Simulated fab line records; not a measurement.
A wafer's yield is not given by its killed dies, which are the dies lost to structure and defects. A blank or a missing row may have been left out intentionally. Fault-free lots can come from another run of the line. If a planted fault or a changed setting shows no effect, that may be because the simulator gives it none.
Chamber matching -- flow nand-harc -- NHARC_A_CHANNEL_FILL_D1_STRIP_28 on rie-diel-07: 4 sister chambers
The step strips in O2, time 20 s. 8 wafers are shown with their chamber, then 10 later ones without.

## WAFERS PAIRED WITH THEIR CHAMBERS
wafer,chamber,drypump-motor-current-A (A),oes-product-au (a.u.)
L080.2,0,5.5,0.998
L081.2,2,5.4,1.011
L081.5,3,5.7,0.997
L085.2,3,5.7,1.003
L085.6,2,5.4,0.997
L087.6,0,5.5,1.008
L089.1,1,6.2,1.003
L089.2,1,6.1,0.996

## WAFERS WHOSE CHAMBER IS MISSING
wafer,drypump-motor-current-A (A),oes-product-au (a.u.)
L089.5,6.2,1.001
L091.1,5.7,1.003
L091.3,5.5,1.006
L091.6,6.2,0.998
L093.1,6.2,0.991
L093.2,5.4,1.000
L093.6,5.4,0.993
L096.2,5.5,1.001
L096.3,5.4,1.000
L096.4,6.2,0.996

## THE CHAMBER EACH PASSED THROUGH
wafer,from the rows above,in truth
L089.5,1,1
L091.1,3,3
L091.3,0,0
L091.6,1,1
L093.1,1,1
L093.2,2,2
L093.6,can't be placed: 2 or 0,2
L096.2,0,0
L096.3,2,2
L096.4,1,1
Correctly placed: 9 of 10. Can't be placed from these rows: 1 (the true chamber is among the candidates in 1). Placed wrongly: 0.
How it was worked out, from the rows above alone: a wafer's distance from a chamber is the root of the sum, over the readings, of the square of ((its reading less the chamber's mean) divided by the reading's scatter). The wafer belongs to the nearest chamber; if the next one is less than 2 further off, it can't be placed. For every chamber, the mean is computed from those of its wafers that are shown. The scatter: take each reading less its chamber's mean, square it, sum over the shown wafers, divide by the number of wafers less the number of chambers, and take the root.
